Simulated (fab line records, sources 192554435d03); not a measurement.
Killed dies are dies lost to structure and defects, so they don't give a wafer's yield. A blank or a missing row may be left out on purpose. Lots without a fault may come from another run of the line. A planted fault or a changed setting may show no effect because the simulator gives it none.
Which tool did it? | flow n5_finfet | 12 lots, 36 wafers sampled, at 2 steps of a route of 1938

WHAT THE GAUGES READ, wafer by wafer
N5_BEOL_M13_RS_MEAS_54: measures by four-point-probe.
lot  | measured     | on            | M13_RS (ohm/sq)
L074 | day 11 14:38 | film_metro-01 | 0.0446 0.0446 0.0452
L078 | day 11 21:08 | film_metro-02 | 0.0444 0.0454 0.0456
L076 | day 12 04:30 | film_metro-01 | 0.0457 0.0452 0.0455
L081 | day 12 15:04 | film_metro-02 | 0.0455 0.0448 0.0454
L083 | day 13 08:06 | film_metro-02 | 0.0453 0.0454 0.0456
L087 | day 14 01:38 | film_metro-02 | 0.0457 0.0453 0.0457
L088 | day 14 08:37 | film_metro-02 | 0.0454 0.0450 0.0455
L089 | day 14 17:43 | film_metro-01 | 0.0443 0.0452 0.0447
L091 | day 15 06:23 | film_metro-01 | 0.0457 0.0454 0.0459
L092 | day 15 20:09 | film_metro-02 | 0.0458 0.0465 0.0452
L094 | day 16 04:43 | film_metro-02 | 0.0463 0.0454 0.0457
L097 | day 16 16:34 | film_metro-02 | 0.0459 0.0454 0.0456

WHICH TOOL RAN EACH LOT (tool, then ch and the chambers of the sampled wafers, then the start)
lot  | N5_BEOL_M13_SPUTTER_44
L074 | pvd_sputter-03, day 11 13:33
L078 | pvd_sputter-01, day 11 20:04
L076 | pvd_sputter-01, day 12 03:25
L081 | pvd_sputter-02, day 12 13:48
L083 | pvd_sputter-03, day 13 07:00
L087 | pvd_sputter-01, day 14 00:34
L088 | pvd_sputter-01, day 14 07:10
L089 | pvd_sputter-01, day 14 16:30
L091 | pvd_sputter-02, day 15 05:17
L092 | pvd_sputter-01, day 15 18:52
L094 | pvd_sputter-02, day 16 03:38
L097 | pvd_sputter-01, day 16 15:22
- N5_BEOL_M13_SPUTTER_44: material Ta, target thk 10 nm, time 16.13 s.

THE ANSWER, worked out from the rows above alone
Rule: what is usual is taken from the lots themselves. Put in order of their means at a reading, lots are off if they are a third of the lots or fewer, leave a main group of 4 or more, and stand apart from it by a gap of 3 or more times the standard deviation of the main group's means; of several such gaps the widest counts. A main group whose means are all the same, to the digits that the tables above print for the reading, isn't used. A lot without any number at a reading at which 4 lots or more have one is off too. The other lots that the step has rows for count as sound.
No lot is off at any reading shown: from this, nothing can be told.

WHAT THE SIMULATOR HAD PUT IN
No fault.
